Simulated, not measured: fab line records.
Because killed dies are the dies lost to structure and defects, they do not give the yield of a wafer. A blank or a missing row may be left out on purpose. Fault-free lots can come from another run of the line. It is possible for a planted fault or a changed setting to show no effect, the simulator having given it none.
One fault seen from 2 desks    flow n5_finfet    only its own numbers are on each desk; what lay behind them is given at the end

== THE DEFECT DESK ==
Inspection counts along the route, by lot: the mean over sampled wafers that carry a number. A lot is out of limits, marked OUT, if its mean lies more than 4 standard deviations from the usual mean; the brackets give that distance.
Columns: A = raw_defect_count at N5_START_INSPECT_01, usual 5.9
lot   first seen here  A
L913  day 1 12:02      5.3
L914  day 1 18:02      5.0
L917  day 2 12:02      4.0
L918  day 2 18:02      6.7
L919  day 3 00:02      8.7
L921  day 3 12:02      4.7
L922  day 3 18:02      5.7
L923  day 4 00:02      5.7
L925  day 4 12:02      5.7
L926  day 4 18:02      7.7
L927  day 5 00:02      3.0
L928  day 5 06:02      6.0
L930  day 5 18:02      4.3
L935  day 7 00:02      6.0
Finding of this desk: none of the 14 lots has anything out of limits.

== THE TOOL OWNER'S DESK: implanter-02 ==
For each lot that ran on this tool, the mean over its sampled wafers that have a number, from the tool's own readings at N5_WELL_APT_IMPLANT_15. A lot is out of limits, marked OUT, if its mean lies more than 4 standard deviations from the usual mean; the brackets give that distance.
Columns: A = beam_energy_keV at N5_WELL_APT_IMPLANT_15, usual 25.001
lot   first seen here  A
L914  day 1 20:28      24.998
L918  day 2 20:20      24.997
L922  day 3 20:26      25.011
L925  day 4 14:01      31.386 (+99 or more) OUT
L926  day 4 20:10      31.385 (+99 or more) OUT
L927  day 5 02:07      31.378 (+99 or more) OUT
L928  day 5 08:43      31.389 (+99 or more) OUT
Finding of this desk: L925, L926, L927, L928 out of limits; the first was L925 at day 4 14:01, on beam_energy_keV at N5_WELL_APT_IMPLANT_15. Within limits: L914, L918, L922.

== TAKEN TOGETHER ==
An alarm could have come from the tool owner's desk at day 4 14:01, on L925, L926, L927, L928.
Nothing the defect desk looked at was out of limits.
The defect desk has L925, L926, L927, L928 on record, within its limits.
Of the lots named, all ran N5_WELL_APT_IMPLANT_15 on implanter-02.

== WHAT THE SIMULATOR HAD INSERTED ==
Process parameter drift: implanter-02, from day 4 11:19 on, at N5_WELL_APT_IMPLANT_15. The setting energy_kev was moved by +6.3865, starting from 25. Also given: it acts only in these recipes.
Lots struck among those shown: L925, L926, L927, L928.
Each desk's first reading out of limits, in hours after the fault started: the tool owner's desk, 3.
